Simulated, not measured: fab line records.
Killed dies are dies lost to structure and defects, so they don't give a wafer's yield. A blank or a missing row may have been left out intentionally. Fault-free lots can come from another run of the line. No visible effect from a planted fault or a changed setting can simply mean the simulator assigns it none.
Matching of chambers    flow n5 finfet    4 sister chambers for N5_BEOL_M9_ETCH_76 on rie diel-02
The step etches underlayer in N2/H2, target depth 6.5 nm, time 5.2 s. 16 wafers are shown with their chamber, then 8 later ones without.

== WAFERS WITH THEIR CHAMBER ==
wafer   chamber  showerhead plenum p Torr (Torr)  throttle valve pct (%)  drypump motor current A (A)
L075.3  0        2.56                             17.46                   5.9
L075.4  3        2.50                             18.21                   5.8
L075.6  0        2.56                             17.47                   5.8
L074.1  0        2.56                             17.49                   5.9
L074.2  3        2.50                             18.22                   5.8
L074.4  3        2.50                             18.20                   5.8
L079.2  2        2.57                             17.26                   5.7
L079.3  3        2.50                             18.23                   5.7
L079.6  2        2.57                             17.28                   5.7
L082.1  2        2.57                             17.29                   5.6
L082.3  0        2.55                             17.50                   5.8
L082.4  0        2.55                             17.52                   5.8
L087.3  3        2.50                             17.82                   5.7
L087.5  1        2.49                             17.74                   5.9
L087.6  2        2.56                             17.32                   5.6
L091.1  0        2.54                             17.53                   5.8

SIGNATURES, as means of the wafers listed above
reading                   chamber 0  chamber 1  chamber 2  chamber 3  scatter within a chamber
showerhead plenum p Torr  2.5533     2.4900     2.5675     2.5000     0.00583
throttle valve pct        17.4950    17.7400    17.2875    18.1360    0.104
drypump motor current A   5.833      5.900      5.650      5.760      0.0543
Rule: for each reading, subtract the chamber's mean from the wafer's reading, divide by that reading's scatter and square the result; add these up over the readings and take the root, which gives the wafer's distance from the chamber. The wafer belongs to the nearest chamber; if the next one is less than 2 further off, it can't be placed. The scatter is the square root of a quotient: the sum, over the shown wafers, of each reading's squared deviation from its chamber's mean, divided by wafers minus chambers.

== WAFERS WITHOUT THEIR CHAMBER ==
wafer   showerhead plenum p Torr (Torr)  throttle valve pct (%)  drypump motor current A (A)
L091.2  2.56                             17.34                   5.7
L091.6  2.49                             17.83                   5.7
L092.1  2.49                             17.82                   5.7
L092.4  2.56                             17.31                   5.6
L092.6  2.54                             17.53                   5.8
L096.4  2.56                             17.35                   5.7
L096.5  2.56                             17.33                   5.6
L096.6  2.49                             17.82                   5.7

== WHICH CHAMBER EACH WENT THROUGH ==
wafer   from the rows above      in truth
L091.2  can't be placed: 2 or 0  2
L091.6  can't be placed: 3 or 1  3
L092.1  can't be placed: 3 or 1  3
L092.4  2                        2
L092.6  0                        0
L096.4  can't be placed: 2 or 0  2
L096.5  2                        2
L096.6  can't be placed: 3 or 1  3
Placed correctly: 3 of 8. These rows do not allow placing 5 (true chamber among the candidates in 5). Placed wrongly: 0.
